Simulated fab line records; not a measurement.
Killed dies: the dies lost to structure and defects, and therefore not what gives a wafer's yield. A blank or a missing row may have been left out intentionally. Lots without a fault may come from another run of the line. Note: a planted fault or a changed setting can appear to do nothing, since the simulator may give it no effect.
Chamber matching :: flow n5_finfet :: ald_sin-03 running N5_BEOL_M0_SAQP_ALD_48: 4 sister chambers
The step deposits SiO2, target thk 20 nm, pulse time 1 s, co reactant pulse time 1 s. 22 wafers are shown with their chamber, then 11 later ones without.

EACH WAFER AND ITS CHAMBER
wafer: L075.2
chamber: 1
heater_power_w (W): 68
chamber_pressure_Torr (Torr): 1.992
precursor_pulse_height_rel: 1.021

wafer: L075.4
chamber: 0
heater_power_w (W): 87
chamber_pressure_Torr (Torr): 2.000
precursor_pulse_height_rel: 1.018

wafer: L075.6
chamber: 3
heater_power_w (W): 62
chamber_pressure_Torr (Torr): 1.991
precursor_pulse_height_rel: 1.034

wafer: L076.1
chamber: 1
heater_power_w (W): 67
chamber_pressure_Torr (Torr): 1.991
precursor_pulse_height_rel: 1.012

wafer: L076.4
chamber: 2
heater_power_w (W): 94
chamber_pressure_Torr (Torr): 2.004
precursor_pulse_height_rel: 0.967

wafer: L076.5
chamber: 1
heater_power_w (W): 69
chamber_pressure_Torr (Torr): 1.996
precursor_pulse_height_rel: 1.020

wafer: L080.1
chamber: 3
heater_power_w (W): 62
chamber_pressure_Torr (Torr): 2.005
precursor_pulse_height_rel: 1.030

wafer: L080.3
chamber: 0
heater_power_w (W): 88
chamber_pressure_Torr (Torr): 1.999
precursor_pulse_height_rel: 0.985

wafer: L080.6
chamber: 3
heater_power_w (W): 63
chamber_pressure_Torr (Torr): 2.003
precursor_pulse_height_rel: 0.970

wafer: L082.3
chamber: 0
heater_power_w (W): 87
chamber_pressure_Torr (Torr): 1.998
precursor_pulse_height_rel: 0.965

wafer: L082.4
chamber: 1
heater_power_w (W): 70
chamber_pressure_Torr (Torr): 1.994
precursor_pulse_height_rel: 1.016

wafer: L082.6
chamber: 3
heater_power_w (W): 64
chamber_pressure_Torr (Torr): 2.007
precursor_pulse_height_rel: 0.954

wafer: L085.1
chamber: 1
heater_power_w (W): 68
chamber_pressure_Torr (Torr): 1.995
precursor_pulse_height_rel: 0.987

wafer: L085.2
chamber: 3
heater_power_w (W): 64
chamber_pressure_Torr (Torr): 2.012
precursor_pulse_height_rel: 1.018

wafer: L085.5
chamber: 2
heater_power_w (W): 93
chamber_pressure_Torr (Torr): 2.002
precursor_pulse_height_rel: 0.991

wafer: L086.2
chamber: 3
heater_power_w (W): 63
chamber_pressure_Torr (Torr): 1.998
precursor_pulse_height_rel: 1.041

wafer: L086.3
chamber: 1
heater_power_w (W): 69
chamber_pressure_Torr (Torr): 1.998
precursor_pulse_height_rel: 1.025

wafer: L086.5
chamber: 2
heater_power_w (W): 95
chamber_pressure_Torr (Torr): 2.001
precursor_pulse_height_rel: 0.974

wafer: L087.1
chamber: 3
heater_power_w (W): 66
chamber_pressure_Torr (Torr): 2.001
precursor_pulse_height_rel: 1.006

wafer: L087.4
chamber: 0
heater_power_w (W): 86
chamber_pressure_Torr (Torr): 1.993
precursor_pulse_height_rel: 0.952

wafer: L087.5
chamber: 3
heater_power_w (W): 65
chamber_pressure_Torr (Torr): 2.005
precursor_pulse_height_rel: 1.031

wafer: L089.1
chamber: 3
heater_power_w (W): 66
chamber_pressure_Torr (Torr): 2.007
precursor_pulse_height_rel: 0.978

SIGNATURES, as means of the wafers listed above
reading: heater_power_w
chamber 0: 87.00
chamber 1: 68.50
chamber 2: 94.00
chamber 3: 63.89
scatter within a chamber: 1.26

reading: chamber_pressure_Torr
chamber 0: 1.99750
chamber 1: 1.99433
chamber 2: 2.00233
chamber 3: 2.00322
scatter within a chamber: 0.00448

reading: precursor_pulse_height_rel
chamber 0: 0.98000
chamber 1: 1.01350
chamber 2: 0.97733
chamber 3: 1.00689
scatter within a chamber: 0.0257
Rule: distance of a wafer from a chamber = root of the sum over the readings of ((wafer's reading minus chamber's mean) / reading's scatter) squared. The wafer belongs to the nearest chamber; if the next one is less than 2 further off, it can't be placed. The scatter is the square root of a quotient: the sum, over the shown wafers, of each reading's squared deviation from its chamber's mean, divided by wafers minus chambers.

WAFERS MISSING THEIR CHAMBER
wafer: L089.5
heater_power_w (W): 89
chamber_pressure_Torr (Torr): 2.002
precursor_pulse_height_rel: 1.028

wafer: L089.6
heater_power_w (W): 69
chamber_pressure_Torr (Torr): 2.009
precursor_pulse_height_rel: 1.003

wafer: L092.1
heater_power_w (W): 87
chamber_pressure_Torr (Torr): 1.993
precursor_pulse_height_rel: 1.020

wafer: L092.3
heater_power_w (W): 62
chamber_pressure_Torr (Torr): 2.007
precursor_pulse_height_rel: 1.007

wafer: L092.4
heater_power_w (W): 68
chamber_pressure_Torr (Torr): 2.009
precursor_pulse_height_rel: 1.006

wafer: L093.1
heater_power_w (W): 93
chamber_pressure_Torr (Torr): 2.003
precursor_pulse_height_rel: 1.005

wafer: L093.4
heater_power_w (W): 63
chamber_pressure_Torr (Torr): 2.002
precursor_pulse_height_rel: 1.026

wafer: L093.6
heater_power_w (W): 68
chamber_pressure_Torr (Torr): 2.003
precursor_pulse_height_rel: 1.014

wafer: L096.1
heater_power_w (W): 67
chamber_pressure_Torr (Torr): 1.999
precursor_pulse_height_rel: 0.987

wafer: L096.4
heater_power_w (W): 95
chamber_pressure_Torr (Torr): 1.997
precursor_pulse_height_rel: 0.982

wafer: L096.5
heater_power_w (W): 89
chamber_pressure_Torr (Torr): 2.002
precursor_pulse_height_rel: 0.971

CHAMBER TAKEN BY EACH
wafer: L089.5
from the rows above: can't be placed: 0 or 2
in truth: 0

wafer: L089.6
from the rows above: can't be placed: 1 or 3
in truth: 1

wafer: L092.1
from the rows above: 0
in truth: 0

wafer: L092.3
from the rows above: 3
in truth: 3

wafer: L092.4
from the rows above: can't be placed: 1 or 3
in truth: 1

wafer: L093.1
from the rows above: 2
in truth: 2

wafer: L093.4
from the rows above: 3
in truth: 3

wafer: L093.6
from the rows above: can't be placed: 1 or 3
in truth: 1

wafer: L096.1
from the rows above: can't be placed: 1 or 3
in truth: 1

wafer: L096.4
from the rows above: 2
in truth: 2

wafer: L096.5
from the rows above: 0
in truth: 0
Placed correctly: 6 of 11. Can't be placed from these rows: 5 (the true chamber is among the candidates in 5). Placed wrongly: 0.
